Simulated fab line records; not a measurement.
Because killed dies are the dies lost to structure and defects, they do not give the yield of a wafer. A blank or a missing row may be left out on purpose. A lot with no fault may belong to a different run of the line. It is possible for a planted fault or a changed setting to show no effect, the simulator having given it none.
Which tool is to blame? ; flow n5 finfet ; 36 wafers sampled from 12 lots at 1 step of a route of 1938

== WHAT THE GAUGES SHOWED, per wafer ==
N5_BEOL_M4_INSPECT_30: inspects for defects (brightfield).
lot;measured;on;raw defect count
L075;day 7 12:49;defect inspect-01;513 461 354
L076;day 8 10:35;defect inspect-02;307 352 355
L078;day 8 23:58;defect inspect-02;295 352 363
L081;day 9 14:02;defect inspect-01;334 258 254
L082;day 9 18:03;defect inspect-02;418 389 429
L085;day 10 10:55;defect inspect-01;409 332 387
L087;day 11 07:52;defect inspect-01;347 370 354
L089;day 11 12:09;defect inspect-02;463 402 374
L091;day 12 01:05;defect inspect-01;502 402 351
L094;day 12 17:41;defect inspect-01;276 393 532
L095;day 13 05:16;defect inspect-02;351 400 451
L097;day 14 11:55;defect inspect-02;323 359 307

== EACH LOT AND THE TOOL THAT RAN IT (in order: tool; ch and the chambers of the sampled wafers; start) ==
No process step before these readings appears in the record.

== THE ANSWER, worked out from the rows above alone ==
Rule: usual is defined by the lots themselves. The widest of any qualifying gaps counts: lots, ordered by their means at a reading, are off when they make up no more than a third of the lots, leave a main group of 4 or more, and stand apart from it by 3 or more times the standard deviation of that group's means. The tables above print the reading to a certain number of digits; a main group whose means all agree to those digits is not used. A lot without any number at a reading at which 4 lots or more have one is off too. Any other lot the step has rows for is counted as sound.
Across all readings shown, no lot is off: no conclusion can be drawn from this.

== WHAT THE SIMULATOR HAD INSERTED ==
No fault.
